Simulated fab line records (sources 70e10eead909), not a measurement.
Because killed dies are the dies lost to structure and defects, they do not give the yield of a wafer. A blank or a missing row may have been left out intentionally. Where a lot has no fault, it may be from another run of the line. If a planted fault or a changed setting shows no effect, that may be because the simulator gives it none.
fab line records	flow nand-harc
[record] lots = 12	wafers = 36	last-day = 33
route steps=1302 shown P_BONDPAD@375 A_ZERO_WELL@411 A_SOURCE_PLATE@418 END@1302
lots that met no fault: from a run of the same line without faults
start-h: hours from the record's first day to the start of the lot's first wafer shown	wait-h: how many hours have passed since the lot's step before this one	" identical to the entry in the row above	L1.1+2: one row covering several wafers at once	- either no value or no given start	* or withheld: withheld	< > ~ a bound
route shown NAME@n: names a module that has steps shown in the file, with the first one's number in the route	usual: mean and standard deviation over wafers with no fault	same: alike in all rows	chamber/n: place in a boat	sites: the reading at each site	_std_site: standard deviation of those values	_edge_site: inner sites' mean taken away from outer sites' mean	radius-mm: how far each site lies from the wafer's centre	mask NAME#n: copy n	behind: the most recent tool/chamber to have shaped the wafer	hold: what put the lot on hold/how long, in hours/how the hold closed	device: transistor that didn't switch, given as n, p or np	end of line: at the end of the route, the tests of the same wafers	where a step has no rows: the recipe by itself	killed: dies lost to structure and defects at the first sort, not the wafer's yield	map: per-die view of a wafer (x killed, . not killed, _ where there is no die)
set.NAME: the setting as run; set.NAME@STEP: as run at that earlier step	model.NAME: the simulator's own value behind a step, which no gauge read
route steps across a sampled set of lots; one table per step, one row per wafer
services: when a tool's chamber went out of use (start-h, in hours from the record's first day, below 0 if earlier), for how many hours, and the reason
[[steps]]
[step NHARC_P_BONDPAD_PRE_CLEAN_26]
[recipe] time-s = 30	temp-c = 280	gas = H2/He
[usual] heater-power-w = 388/43
lot.wafer	tool	chamber	start-h	wait-h	heater-power-w
L831.4	pvd-sputter-03	-	-	-	375
L831.1	"	-	"	"	416
L831.6	"	-	"	"	436
L832.4	pvd-sputter-01	-	-	-	383
L832.3	"	-	"	"	449
L832.5	"	-	"	"	381
L834.2	pvd-sputter-01	-	-	-	387
L834.3	"	-	"	"	449
L834.4	"	-	"	"	383
L839.3	pvd-sputter-03	-	-	-	413
L839.4	"	-	"	"	313
L839.6	"	-	"	"	414
L841.3	pvd-sputter-02	-	-	-	322
L841.2	"	-	"	"	377
L841.5	"	-	"	"	323
L842.4	pvd-sputter-01	-	-	-	395
L842.1	"	-	"	"	377
L842.3	"	-	"	"	482
L844.2	pvd-sputter-03	-	-	-	410
L844.1	"	-	"	"	419
L844.4	"	-	"	"	353
L846.3	pvd-sputter-01	-	-	-	377
L846.2	"	-	"	"	398
L846.6	"	-	"	"	374
L847.3	pvd-sputter-03	-	-	-	420
L847.1	"	-	"	"	355
L847.5	"	-	"	"	319
L851.1	pvd-sputter-02	-	-	-	376
L851.4	"	-	"	"	422
L851.6	"	-	"	"	427
L853.4	pvd-sputter-02	-	-	-	335
L853.3	"	-	"	"	377
L853.5	"	-	"	"	430
L854.1	pvd-sputter-02	-	-	-	419
L854.4	"	-	"	"	334
L854.5	"	-	"	"	377
[step NHARC_P_BONDPAD_THK_MEAS_20]
[recipe] thk-meas-gauge = xrf
[usual] thk-nm = 160.7/1.4
lot.wafer	tool	chamber	start-h	wait-h	thk-nm
L831.1	film-metro-02	-	134.96	-	159.3
L831.4	"	-	"	"	160.8
L831.6	"	-	"	"	161.4
L832.3	film-metro-02	-	146.58	-	161.6
L832.4	"	-	"	"	162.0
L832.5	"	-	"	"	161.2
L834.2	film-metro-02	-	174.15	-	160.2
L834.3	"	-	"	"	162.2
L834.4	"	-	"	"	162.0
L839.3	film-metro-02	-	220.63	-	157.8
L839.4	"	-	"	"	161.2
L839.6	"	-	"	"	161.2
L841.2	film-metro-01	-	231.34	-	159.4
L841.3	"	-	"	"	158.3
L841.5	"	-	"	"	158.1
L842.1	film-metro-01	-	243.84	-	162.0
L842.3	"	-	"	"	159.0
L842.4	"	-	"	"	158.9
L844.1	film-metro-01	-	284.10	-	160.7
L844.2	"	-	"	"	159.8
L844.4	"	-	"	"	159.0
L846.2	film-metro-01	-	284.77	-	162.9
L846.3	"	-	"	"	162.3
L846.6	"	-	"	"	163.8
L847.1	film-metro-02	-	299.64	-	161.2
L847.3	"	-	"	"	161.7
L847.5	"	-	"	"	162.3
L851.1	film-metro-01	-	334.27	-	160.7
L851.4	"	-	"	"	161.0
L851.6	"	-	"	"	163.2
L853.3	film-metro-02	-	352.98	-	161.7
L853.4	"	-	"	"	161.9
L853.5	"	-	"	"	161.9
L854.1	film-metro-01	-	366.94	-	159.3
L854.4	"	-	"	"	158.8
L854.5	"	-	"	"	159.5
[step NHARC_A_ZERO_WELL_RTA_16]
[recipe] temp-c = 1000	time-s = 10
[usual] lamp-power-pct = 31.9/2.4	lamp_zone_3_pct = 31.9/2.4	lamp_zone_6_pct = 31.8/2.4	wafer_temp_C_max = 1006.2/1.5
lot.wafer	tool	chamber	start-h	wait-h	lamp-power-pct	lamp_zone_3_pct	lamp_zone_6_pct	wafer_temp_C_max
L831.1	rtp-anneal-01	0	137.77	-	34.7	34.6	34.6	1007.1
L831.4	"	0	"	"	34.7	34.7	34.6	1007.6
L831.6	"	0	"	"	34.7	34.6	34.6	1006.2
L832.3	rtp-anneal-01	0	149.46	-	34.7	34.7	34.6	1009.3
L832.4	"	0	"	"	34.7	34.7	34.6	1007.1
L832.5	"	0	"	"	34.7	34.7	34.7	1007.7
L834.2	rtp-anneal-02	0	176.97	-	29.9	29.8	29.9	1006.5
L834.3	"	0	"	"	29.8	29.9	29.8	1004.8
L834.4	"	0	"	"	29.9	29.9	29.8	1004.5
L839.3	rtp-anneal-01	0	223.45	-	34.7	34.7	34.6	1008.2
L839.4	"	0	"	"	34.8	34.7	34.7	1006.6
L839.6	"	0	"	"	34.8	34.7	34.6	1007.3
L841.2	rtp-anneal-02	0	234.17	-	29.9	29.9	29.9	1004.6
L841.3	"	0	"	"	29.9	29.8	29.8	1005.2
L841.5	"	0	"	"	29.9	29.9	29.8	1005.3
L842.1	rtp-anneal-02	0	246.70	-	29.9	29.8	29.8	1006.7
L842.3	"	0	"	"	29.8	29.8	29.8	1006.8
L842.4	"	0	"	"	29.8	29.8	29.8	1005.5
L844.1	rtp-anneal-02	0	286.88	-	29.8	29.8	29.8	1006.0
L844.2	"	0	"	"	29.8	29.9	29.8	1006.1
L844.4	"	0	"	"	29.8	29.8	29.8	1004.9
L846.2	rtp-anneal-02	0	287.60	-	29.9	29.9	29.8	1004.9
L846.3	"	0	"	"	29.9	29.9	29.8	1005.3
L846.6	"	0	"	"	29.9	29.9	29.8	1004.6
L847.1	rtp-anneal-01	0	302.44	-	34.7	34.7	34.6	1009.1
L847.3	"	0	"	"	34.7	34.7	34.6	1007.6
L847.5	"	0	"	"	34.7	34.7	34.7	1004.2
L851.1	rtp-anneal-02	0	337.06	-	29.9	29.9	29.9	1004.1
L851.4	"	0	"	"	29.8	29.8	29.8	1006.6
L851.6	"	0	"	"	29.9	29.8	29.8	1003.5
L853.3	rtp-anneal-01	0	355.67	-	34.7	34.7	34.6	1011.1
L853.4	"	0	"	"	34.7	34.7	34.6	1005.0
L853.5	"	0	"	"	34.7	34.7	34.6	1006.8
L854.1	rtp-anneal-02	0	369.80	-	29.9	29.9	29.8	1005.2
L854.4	"	0	"	"	29.9	29.9	29.8	1005.5
L854.5	"	0	"	"	29.8	29.9	29.8	1006.9
[step NHARC_A_SOURCE_PLATE_CVD_03]
[recipe] target-thk-a = 2000	temp-c = 620	pressure-mtorr = 200	time-s = 4000	material = poly-Si
[usual] spike-tc-bottom-C = 639.2/0.98	spike-tc-centre-C = 620.2/1.4	spike-tc-lower-C = 619.5/0.96	spike-tc-top-C = 636.8/2.5	spike-tc-upper-C = 618.6/1.2	tube-center-temp-C = 620/0.061	zone-power-bottom-pct = 13.0/1.8
lot.wafer	tool	chamber	start-h	wait-h	spike-tc-bottom-C	spike-tc-centre-C	spike-tc-lower-C	spike-tc-top-C	spike-tc-upper-C	tube-center-temp-C	zone-power-bottom-pct
L831.1	lpcvd-poly-02	0	148.57	-	640.6	622.3	618.7	635.5	617.9	619.99	13.8
L831.4	"	0	"	"	639.9	621.6	619.7	636.4	617.7	619.91	13.7
L831.6	"	0	"	"	639.8	621.4	620.9	635.8	616.8	619.99	14.0
L832.3	lpcvd-poly-02	0	159.72	-	638.8	620.5	618.5	635.8	617.3	620.04	13.7
L832.4	"	0	"	"	639.1	620.9	619.9	636.7	618.6	620.04	14.0
L832.5	"	0	"	"	640.6	621.3	620.2	636.7	617.5	619.92	13.8
L834.2	lpcvd-poly-02	0	187.89	-	638.2	622.1	618.7	634.8	617.6	620.07	13.9
L834.3	"	0	"	"	639.5	619.8	618.8	636.5	617.0	620.12	13.9
L834.4	"	0	"	"	640.8	620.8	620.6	636.7	619.0	620.05	13.9
L839.3	lpcvd-poly-04	0	231.90	-	639.3	620.2	618.6	632.9	618.0	620.01	10.4
L839.4	"	0	"	"	640.3	618.7	619.7	634.8	618.1	620.07	10.3
L839.6	"	0	"	"	638.5	618.4	618.2	634.7	617.6	619.93	10.4
L841.2	lpcvd-poly-02	0	244.04	-	626.3	607.3	606.4	624.0	604.0	606.83	13.2
L841.3	"	0	"	"	624.6	606.1	606.3	623.8	605.2	606.97	13.2
L841.5	"	0	"	"	625.9	607.3	606.0	624.9	606.5	606.97	13.1
L842.1	lpcvd-poly-02	0	256.70	-	626.2	605.9	606.4	625.4	604.1	606.82	12.9
L842.3	"	0	"	"	624.7	609.3	605.9	622.2	605.1	606.91	13.3
L842.4	"	0	"	"	628.0	607.1	606.8	622.8	605.5	606.83	13.3
L844.1	lpcvd-poly-01	0	295.90	-	639.7	617.9	618.9	639.1	618.6	620.13	14.8
L844.2	"	0	"	"	638.8	620.7	619.4	639.6	620.0	619.94	14.6
L844.4	"	0	"	"	640.4	619.0	619.6	641.5	620.3	620.02	14.8
L846.2	lpcvd-poly-01	0	295.90	-	640.2	620.1	620.6	639.9	618.2	619.96	14.8
L846.3	"	0	"	"	639.7	620.4	620.4	639.7	620.3	620.03	14.5
L846.6	"	0	"	"	639.7	620.1	619.4	640.7	621.1	620.01	15.0
L847.1	lpcvd-poly-04	0	312.52	-	639.7	619.1	617.1	634.4	618.8	620.03	10.3
L847.3	"	0	"	"	640.3	618.1	619.6	634.7	619.4	619.97	10.2
L847.5	"	0	"	"	639.5	617.7	619.0	632.1	619.2	620.01	10.6
L851.1	lpcvd-poly-01	0	347.06	-	637.0	621.9	620.8	640.4	618.8	619.96	14.8
L851.4	"	0	"	"	637.3	621.2	619.4	638.6	619.3	620.02	14.8
L851.6	"	0	"	"	639.6	620.7	620.5	640.8	617.3	619.95	14.6
L853.3	lpcvd-poly-04	0	365.24	-	639.2	621.8	619.7	634.7	619.0	619.95	10.5
L853.4	"	0	"	"	637.9	618.0	619.5	632.6	618.6	619.94	10.5
L853.5	"	0	"	"	638.4	618.9	619.0	635.1	618.0	620.07	10.6
L854.1	lpcvd-poly-01	0	381.41	-	640.1	621.5	620.0	639.0	618.0	619.99	14.7
L854.4	"	0	"	"	638.3	621.8	620.2	641.4	618.3	620.06	14.9
L854.5	"	0	"	"	640.6	620.2	620.0	638.8	619.1	619.93	15.0
[step NHARC_A_SOURCE_PLATE_THK_MEAS_06]
[recipe] thk-meas-gauge = ellipsometry
[usual] thk-nm = 198.8/2.3
lot.wafer	tool	chamber	start-h	wait-h	hold	thk-nm
L831.1	film-metro-01	-	158.53	0.4	-	198.2
L831.4	"	-	"	"	-	198.3
L831.6	"	-	"	"	-	199.1
L832.3	film-metro-02	-	170.85	0.4	-	198.3
L832.4	"	-	"	"	-	196.6
L832.5	"	-	"	"	-	199.8
L834.2	film-metro-01	-	198.45	0.4	-	201.1
L834.3	"	-	"	"	-	199.5
L834.4	"	-	"	"	-	201.1
L839.3	film-metro-02	-	242.33	0.4	-	201.9
L839.4	"	-	"	"	-	200.5
L839.6	"	-	"	"	-	201.0
L841.2	film-metro-01	-	254.80	0.4	await-dispo/0.2h/release	146.1
L841.3	"	-	"	"	await-dispo/0.2h/release	146.8
L841.5	"	-	"	"	await-dispo/0.2h/release	147.4
L841.2	film-metro-01	-	254.97	0.2	-	147.5
L841.3	"	-	"	"	-	145.2
L841.5	"	-	"	"	-	149.5
L842.1	film-metro-02	-	266.72	0.4	await-dispo/0.2h/release	144.9
L842.3	"	-	"	"	await-dispo/0.2h/release	147.5
L842.4	"	-	"	"	await-dispo/0.2h/release	144.3
L842.1	film-metro-02	-	266.90	0.2	-	145.2
L842.3	"	-	"	"	-	146.6
L842.4	"	-	"	"	-	145.0
L846.2	film-metro-02	-	305.91	0.4	-	201.0
L846.3	"	-	"	"	-	200.5
L846.6	"	-	"	"	-	200.9
L844.1	film-metro-02	-	305.92	0.4	-	199.5
L844.2	"	-	"	"	-	197.8
L844.4	"	-	"	"	-	198.3
L847.1	film-metro-02	-	322.44	0.4	-	199.4
L847.3	"	-	"	"	-	197.1
L847.5	"	-	"	"	-	200.3
L851.1	film-metro-02	-	357.47	0.4	-	198.2
L851.4	"	-	"	"	-	198.8
L851.6	"	-	"	"	-	198.3
L853.3	film-metro-01	-	375.78	0.4	-	192.8
L853.4	"	-	"	"	-	193.6
L853.5	"	-	"	"	-	192.3
L854.1	film-metro-01	-	394.91	0.4	-	198.0
L854.4	"	-	"	"	-	198.1
L854.5	"	-	"	"	-	197.3
[step NHARC_END_SORT_01]
[recipe] temp-c = 25
[usual] killed-at-array = 54/20	killed-at-other = 0.9/1.1	killed-at-periphery = 3.8/2.4	killed-dies = 58/20	killed-open = 3.5/1.9	killed-short = 2.5/1.6
[same] gross-dies = 677
lot.wafer	tool	chamber	start-h	wait-h	killed-at-array	killed-at-other	killed-at-periphery	killed-dies	killed-open	killed-short
L842.3	prober-02	0	665.57	3.1	69	0	4	73	3	1
// killed by level:class
L842.3 A_CHANNEL_HOLE_D1:chamber-film-flake=34 A_CHANNEL_HOLE_D2:chamber-film-flake=19 A_CONTACT:chamber-film-flake=7 P_ZERO_WELL:chamber-film-flake=2 A_STAIRCASE:chamber-film-flake=2 A_ONON_D1:geometric-particle:open=1 A_CHANNEL_FILL_D1:geometric-particle:short=1 A_CONTACT:geometric-particle:open=1
[[services]]
tool	chamber	start-h	hours	kind
lpcvd-poly-02	-	117.27	23.1	repair
pvd-sputter-01	-	129.67	5.2	repair
lpcvd-poly-04	-	134.18	2.5	repair
pvd-sputter-02	-	149.27	9.7	repair
pvd-sputter-03	-	170.13	10.0	pm
pvd-sputter-01	-	189.82	7.3	repair
pvd-sputter-03	-	192.50	1.2	repair
lpcvd-poly-02	-	206.00	26.0	pm
pvd-sputter-01	-	226.00	10.0	pm
pvd-sputter-02	-	269.92	1.1	repair
pvd-sputter-01	-	275.51	0.8	repair
pvd-sputter-02	-	282.00	10.0	pm
pvd-sputter-03	-	317.44	3.2	repair
pvd-sputter-03	-	321.47	2.4	repair
pvd-sputter-03	-	348.13	10.0	pm
rtp-anneal-01	-	372.00	12.0	pm
[[key]]
[first-sign] step = NHARC_A_SOURCE_PLATE_CVD_03	reading = tube-center-temp-C	direction = down	sigmas = 99+	usual = *	struck = *
[effect] step = NHARC_A_SOURCE_PLATE_CVD_03	reading = spike-tc-lower-C	direction = down	sigmas = 14	usual = 619.5	struck = 606.3
[effect] step = NHARC_A_SOURCE_PLATE_THK_MEAS_06	reading = visit	direction = added
[effect] step = NHARC_A_SOURCE_PLATE_THK_MEAS_06	reading = thk-nm	direction = down	sigmas = 23	usual = 198.8	struck = 146.2
met-at NHARC_A_SOURCE_PLATE_CVD_03
struck-lots L841,L842
tester-left-out L841,L842
not-acting-at NHARC_P_BONDPAD_PRE_CLEAN_26,NHARC_P_BONDPAD_THK_MEAS_20,NHARC_A_ZERO_WELL_RTA_16
onset-between 187.89 244.04
[fault] kind = process-parameter-drift	tool = lpcvd-poly-02	chamber = -	onset-h = 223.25	steps = NHARC_A_SOURCE_PLATE_CVD_03	channel = temp-c	offset = *	shape = step	end-h = 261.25	acts-in = *	stated = *
// tester-left-out: of these lots the tester's yield and bins aren't shown, on N5 and GAA mostly nor the transistor test; their killed dies are dies lost to structure and defects alone, not to doping, threshold or leakage, so they don't give the yield
